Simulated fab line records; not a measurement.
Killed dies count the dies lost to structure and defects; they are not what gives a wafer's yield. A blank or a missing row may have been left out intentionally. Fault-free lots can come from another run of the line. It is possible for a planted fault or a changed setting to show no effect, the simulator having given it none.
Chamber matching / flow n5Finfet / 4 sister chambers for N5_FIN_SAQP_STRIP_70 on rieDiel-02
The step strips in N2/H2. 20 wafers are shown with their chamber, then 10 later ones without.

## WAFERS WITH THEIR CHAMBER
wafer=L074.3; chamber=2; throttleValvePct (%)=19.35; showerheadPlenumPTorr (Torr)=3.38; oesProductAu (a.u.)=0.79
wafer=L074.4; chamber=3; throttleValvePct (%)=19.18; showerheadPlenumPTorr (Torr)=3.48; oesProductAu (a.u.)=0.74
wafer=L074.5; chamber=1; throttleValvePct (%)=18.87; showerheadPlenumPTorr (Torr)=3.38; oesProductAu (a.u.)=0.78
wafer=L077.1; chamber=0; throttleValvePct (%)=18.67; showerheadPlenumPTorr (Torr)=3.42; oesProductAu (a.u.)=0.93
wafer=L077.2; chamber=1; throttleValvePct (%)=18.89; showerheadPlenumPTorr (Torr)=3.38; oesProductAu (a.u.)=0.76
wafer=L077.5; chamber=2; throttleValvePct (%)=19.38; showerheadPlenumPTorr (Torr)=3.37; oesProductAu (a.u.)=0.78
wafer=L081.1; chamber=0; throttleValvePct (%)=18.70; showerheadPlenumPTorr (Torr)=3.42; oesProductAu (a.u.)=0.92
wafer=L081.3; chamber=2; throttleValvePct (%)=19.36; showerheadPlenumPTorr (Torr)=3.37; oesProductAu (a.u.)=0.78
wafer=L081.4; chamber=3; throttleValvePct (%)=19.20; showerheadPlenumPTorr (Torr)=3.47; oesProductAu (a.u.)=0.73
wafer=L084.3; chamber=3; throttleValvePct (%)=19.21; showerheadPlenumPTorr (Torr)=3.47; oesProductAu (a.u.)=0.73
wafer=L084.5; chamber=1; throttleValvePct (%)=18.90; showerheadPlenumPTorr (Torr)=3.37; oesProductAu (a.u.)=0.76
wafer=L084.6; chamber=0; throttleValvePct (%)=18.71; showerheadPlenumPTorr (Torr)=3.41; oesProductAu (a.u.)=0.90
wafer=L086.2; chamber=3; throttleValvePct (%)=19.21; showerheadPlenumPTorr (Torr)=3.47; oesProductAu (a.u.)=0.72
wafer=L086.3; chamber=1; throttleValvePct (%)=18.91; showerheadPlenumPTorr (Torr)=3.37; oesProductAu (a.u.)=0.76
wafer=L086.6; chamber=1; throttleValvePct (%)=18.91; showerheadPlenumPTorr (Torr)=3.37; oesProductAu (a.u.)=0.76
wafer=L089.2; chamber=0; throttleValvePct (%)=18.71; showerheadPlenumPTorr (Torr)=3.41; oesProductAu (a.u.)=0.89
wafer=L089.4; chamber=3; throttleValvePct (%)=19.22; showerheadPlenumPTorr (Torr)=3.47; oesProductAu (a.u.)=0.72
wafer=L089.5; chamber=1; throttleValvePct (%)=18.92; showerheadPlenumPTorr (Torr)=3.37; oesProductAu (a.u.)=0.76
wafer=L090.2; chamber=3; throttleValvePct (%)=19.22; showerheadPlenumPTorr (Torr)=3.46; oesProductAu (a.u.)=0.71
wafer=L090.4; chamber=0; throttleValvePct (%)=18.72; showerheadPlenumPTorr (Torr)=3.41; oesProductAu (a.u.)=0.89

SIGNATURES (averages over the wafers above)
reading=throttleValvePct; chamber 0=18.7020; chamber 1=18.9000; chamber 2=19.3633; chamber 3=19.2067; scatter within a chamber=0.0171
reading=showerheadPlenumPTorr; chamber 0=3.4140; chamber 1=3.3733; chamber 2=3.3733; chamber 3=3.4700; scatter within a chamber=0.0057
reading=oesProductAu; chamber 0=0.9060; chamber 1=0.7633; chamber 2=0.7833; chamber 3=0.7250; scatter within a chamber=0.0119
Rule: distance of a wafer from a chamber = root of the sum over the readings of ((wafer's reading minus chamber's mean) / reading's scatter) squared. The wafer belongs to the nearest chamber; if the next one is less than 2 further off, it can't be placed. The scatter: the root of (the sum of the squares of (reading less its chamber's mean) over the shown wafers, divided by (wafers less chambers)).

## WAFERS WITHOUT THEIR CHAMBER
wafer=L090.5; throttleValvePct (%)=19.22; showerheadPlenumPTorr (Torr)=3.46; oesProductAu (a.u.)=0.71
wafer=L092.2; throttleValvePct (%)=19.21; showerheadPlenumPTorr (Torr)=3.46; oesProductAu (a.u.)=0.71
wafer=L092.3; throttleValvePct (%)=18.94; showerheadPlenumPTorr (Torr)=3.36; oesProductAu (a.u.)=0.75
wafer=L092.4; throttleValvePct (%)=19.41; showerheadPlenumPTorr (Torr)=3.36; oesProductAu (a.u.)=0.76
wafer=L093.3; throttleValvePct (%)=19.42; showerheadPlenumPTorr (Torr)=3.36; oesProductAu (a.u.)=0.75
wafer=L093.5; throttleValvePct (%)=19.23; showerheadPlenumPTorr (Torr)=3.46; oesProductAu (a.u.)=0.71
wafer=L093.6; throttleValvePct (%)=18.74; showerheadPlenumPTorr (Torr)=3.40; oesProductAu (a.u.)=0.88
wafer=L096.1; throttleValvePct (%)=18.94; showerheadPlenumPTorr (Torr)=3.36; oesProductAu (a.u.)=0.74
wafer=L096.3; throttleValvePct (%)=19.23; showerheadPlenumPTorr (Torr)=3.46; oesProductAu (a.u.)=0.71
wafer=L096.6; throttleValvePct (%)=19.41; showerheadPlenumPTorr (Torr)=3.36; oesProductAu (a.u.)=0.75

## WHICH CHAMBER EACH ONE RAN IN
wafer=L090.5; from the rows above=3; in truth=3
wafer=L092.2; from the rows above=3; in truth=3
wafer=L092.3; from the rows above=1; in truth=1
wafer=L092.4; from the rows above=2; in truth=2
wafer=L093.3; from the rows above=2; in truth=2
wafer=L093.5; from the rows above=3; in truth=3
wafer=L093.6; from the rows above=0; in truth=0
wafer=L096.1; from the rows above=1; in truth=1
wafer=L096.3; from the rows above=3; in truth=3
wafer=L096.6; from the rows above=2; in truth=2
Correctly placed: 10 of 10. Can't be placed from these rows: 0. Placed wrongly: 0.
